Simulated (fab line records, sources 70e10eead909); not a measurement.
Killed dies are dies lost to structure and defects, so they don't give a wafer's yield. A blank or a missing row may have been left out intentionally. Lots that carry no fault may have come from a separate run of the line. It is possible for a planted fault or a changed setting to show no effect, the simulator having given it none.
Which of the tools did it? | flow nand-harc | Sampling: 24 lots, 72 wafers, 3 of 1159 route steps

WHAT THE GAUGES SHOWED, per wafer
NHARC_A_BLC_OVL_MEAS_11.
lot  | measured     | on         | overlay-x-nm (nm) | overlay-y-nm (nm)
L074 | day 17 05:32 | overlay-01 | 1.5 1.0 1.6       | 1.0 1.1 1.3
L077 | day 17 22:10 | overlay-01 | -0.7 -1.1 -0.9    | -0.3 0.6 0.0
L075 | day 17 21:53 | overlay-02 | 0.3 1.1 0.4       | -0.4 -0.2 -0.1
L078 | day 18 07:09 | overlay-01 | 0.9 0.3 0.3       | -1.7 -1.7 -1.9
L076 | day 18 08:20 | overlay-01 | 0.1 0.7 0.4       | 0.9 0.2 1.3
L079 | day 18 22:26 | overlay-01 | 1.6 0.9 1.6       | 1.0 1.3 1.2
L080 | day 18 23:08 | overlay-01 | 0.2 0.0 0.0       | 1.9 1.8 1.8
L081 | day 19 10:15 | overlay-02 | -1.1 -1.0 -1.3    | -0.8 -0.9 -0.7
L082 | day 19 10:59 | overlay-01 | 0.0 0.8 0.0       | -1.4 -1.1 -1.1
L083 | day 19 11:16 | overlay-02 | 1.8 1.2 1.3       | -0.4 0.1 -0.4
L084 | day 19 14:41 | overlay-01 | 1.4 0.6 0.8       | -0.5 -0.3 -1.0
L085 | day 20 00:34 | overlay-01 | -0.4 -0.1 0.4     | -0.7 -0.3 -0.3
L087 | day 20 06:04 | overlay-02 | -0.2 -0.1 0.6     | -1.3 -0.8 -0.3
L086 | day 20 10:12 | overlay-02 | 0.0 0.3 0.6       | -2.2 -1.8 -2.0
L090 | day 20 22:38 | overlay-02 | -1.2 -1.3 -1.2    | 0.4 0.2 0.6
L088 | day 21 06:05 | overlay-02 | -0.4 -1.0 -0.9    | -1.3 -1.7 -1.1
L093 | day 21 07:15 | overlay-01 | 0.2 0.3 0.3       | 0.1 0.5 0.1
L089 | day 21 12:17 | overlay-02 | -0.3 -0.3 -0.6    | -0.9 -1.2 -1.7
L091 | day 21 17:51 | overlay-02 | 0.0 0.2 0.4       | 0.0 0.1 0.0
L092 | day 22 00:20 | overlay-02 | -0.3 -0.2 0.1     | -1.4 -1.2 -1.0
L094 | day 22 08:47 | overlay-01 | 0.6 0.6 0.1       | 0.5 0.6 0.5
L096 | day 22 09:30 | overlay-01 | -0.7 -0.4 -0.2    | -0.3 -0.9 -1.1
L097 | day 22 12:40 | overlay-02 | -0.2 0.3 -0.3     | -0.4 -0.9 -0.5
L095 | day 22 21:35 | overlay-01 | 0.0 0.8 0.5       | 0.6 0.7 0.5

WHICH TOOL RAN EACH LOT (tool, then ch and the chambers of the sampled wafers, then the start)
lot  | NHARC_A_CONTACT_DEP_85          | NHARC_A_CONTACT_ETCH_136
L074 | pecvd-01 ch 0,2, day 16 15:37   | har-cap-etch-02 ch 0,1, day 16 18:03
L077 | pecvd-04 ch 0,2, day 17 05:10   | har-cap-etch-02 ch 0,1, day 17 07:25
L075 | pecvd-04 ch 0,2, day 17 05:26   | har-cap-etch-03 ch 0,1, day 17 07:47
L078 | pecvd-04 ch 1,2, day 17 19:43   | har-cap-etch-02 ch 0,1, day 17 22:07
L076 | pecvd-01 ch 0,2, day 18 00:50   | har-cap-etch-01 ch 0,1, day 18 03:21
L079 | pecvd-04 ch 0,1,2, day 18 13:29 | har-cap-etch-01 ch 0,1, day 18 15:47
L080 | pecvd-04 ch 0,2, day 18 15:05   | har-cap-etch-01 ch 0,1, day 18 17:10
L081 | pecvd-04 ch 0,2, day 18 18:36   | har-cap-etch-02 ch 0,1, day 18 20:55
L082 | pecvd-03 ch 0,1,2, day 19 02:52 | har-cap-etch-03 ch 1, day 19 05:06
L083 | pecvd-04 ch 0,2, day 19 03:08   | har-cap-etch-02 ch 0,1, day 19 05:23
L084 | pecvd-03 ch 1,2, day 19 06:58   | har-cap-etch-02 ch 0,1, day 19 09:11
L085 | pecvd-01 ch 1,2, day 19 14:22   | har-cap-etch-03 ch 0, day 19 16:37
L087 | pecvd-03 ch 1,2, day 19 19:55   | har-cap-etch-02 ch 0,1, day 19 22:11
L086 | pecvd-04 ch 0,1, day 20 01:03   | har-cap-etch-01 ch 0,1, day 20 03:17
L090 | pecvd-01 ch 0,1,2, day 20 16:08 | har-cap-etch-03 ch 0,1, day 20 18:22
L088 | pecvd-04 ch 0,1,2, day 20 20:05 | har-cap-etch-01 ch 0,1, day 20 22:24
L093 | pecvd-01 ch 0,1,2, day 20 20:56 | har-cap-etch-02 ch 0,1, day 20 23:08
L089 | pecvd-01 ch 0,2, day 21 00:13   | har-cap-etch-01 ch 0,1, day 21 02:19
L091 | pecvd-04 ch 0,1, day 21 05:09   | har-cap-etch-02 ch 0, day 21 07:20
L092 | pecvd-01 ch 0,2, day 21 10:34   | har-cap-etch-01 ch 0,1, day 21 12:50
L094 | pecvd-04 ch 0,2, day 22 02:33   | har-cap-etch-02 ch 1, day 22 04:51
L096 | pecvd-03 ch 0,1,2, day 22 03:07 | har-cap-etch-01 ch 0,1, day 22 05:14
L097 | pecvd-01 ch 0,2, day 22 04:26   | har-cap-etch-02 ch 0,1, day 22 06:35
L095 | pecvd-03 ch 0,2, day 22 15:16   | har-cap-etch-02 ch 0,1, day 22 17:23
- NHARC_A_CONTACT_DEP_85: deposits SiON, target thk 50 nm.
- NHARC_A_CONTACT_ETCH_136: etches the open film in C4F8/O2/Ar, time 132 s, target depth 1287 nm.

AS READ BY THE TOOLS THEMSELVES (means over the sampled wafers that have a number; for cases with no such wafer, the mark the record gives instead)
NHARC_A_CONTACT_DEP_85.
lot  | tool     | heater-power-w (W)
L074 | pecvd-01 | 835
L077 | pecvd-04 | 745
L075 | pecvd-04 | 765
L078 | pecvd-04 | 789
L076 | pecvd-01 | 828
L079 | pecvd-04 | 757
L080 | pecvd-04 | 685
L081 | pecvd-04 | 728
L082 | pecvd-03 | 751
L083 | pecvd-04 | 726
L084 | pecvd-03 | 738
L085 | pecvd-01 | 630
L087 | pecvd-03 | 784
L086 | pecvd-04 | 770
L090 | pecvd-01 | 748
L088 | pecvd-04 | 748
L093 | pecvd-01 | 759
L089 | pecvd-01 | 809
L091 | pecvd-04 | 874
L092 | pecvd-01 | 775
L094 | pecvd-04 | 716
L096 | pecvd-03 | 770
L097 | pecvd-01 | 731
L095 | pecvd-03 | 760

THE ANSWER, worked out from the rows above alone
Rule: the usual values come from the lots themselves. Put in order of their means at a reading, lots are off if they are a third of the lots or fewer, leave a main group of 4 or more, and stand apart from it by a gap of 3 or more times the standard deviation of the main group's means; of several such gaps the widest counts. Not used: any main group whose means are identical at the precision the tables above print for the reading. Also off: a lot with no number at a reading for which 4 or more lots have one. Where the step has rows for the other lots, those lots are counted as sound. After the gauges, taken in route order, come the tools' own readings; for these a lot's mean is taken, as printed above. The first step at which some lot is off is used, and at that step the reading that is off furthest; a lot without a number counts as furthest.
No lot is off on any of the readings shown, so nothing can be concluded from this.

WHAT THE SIMULATOR HAD PUT IN
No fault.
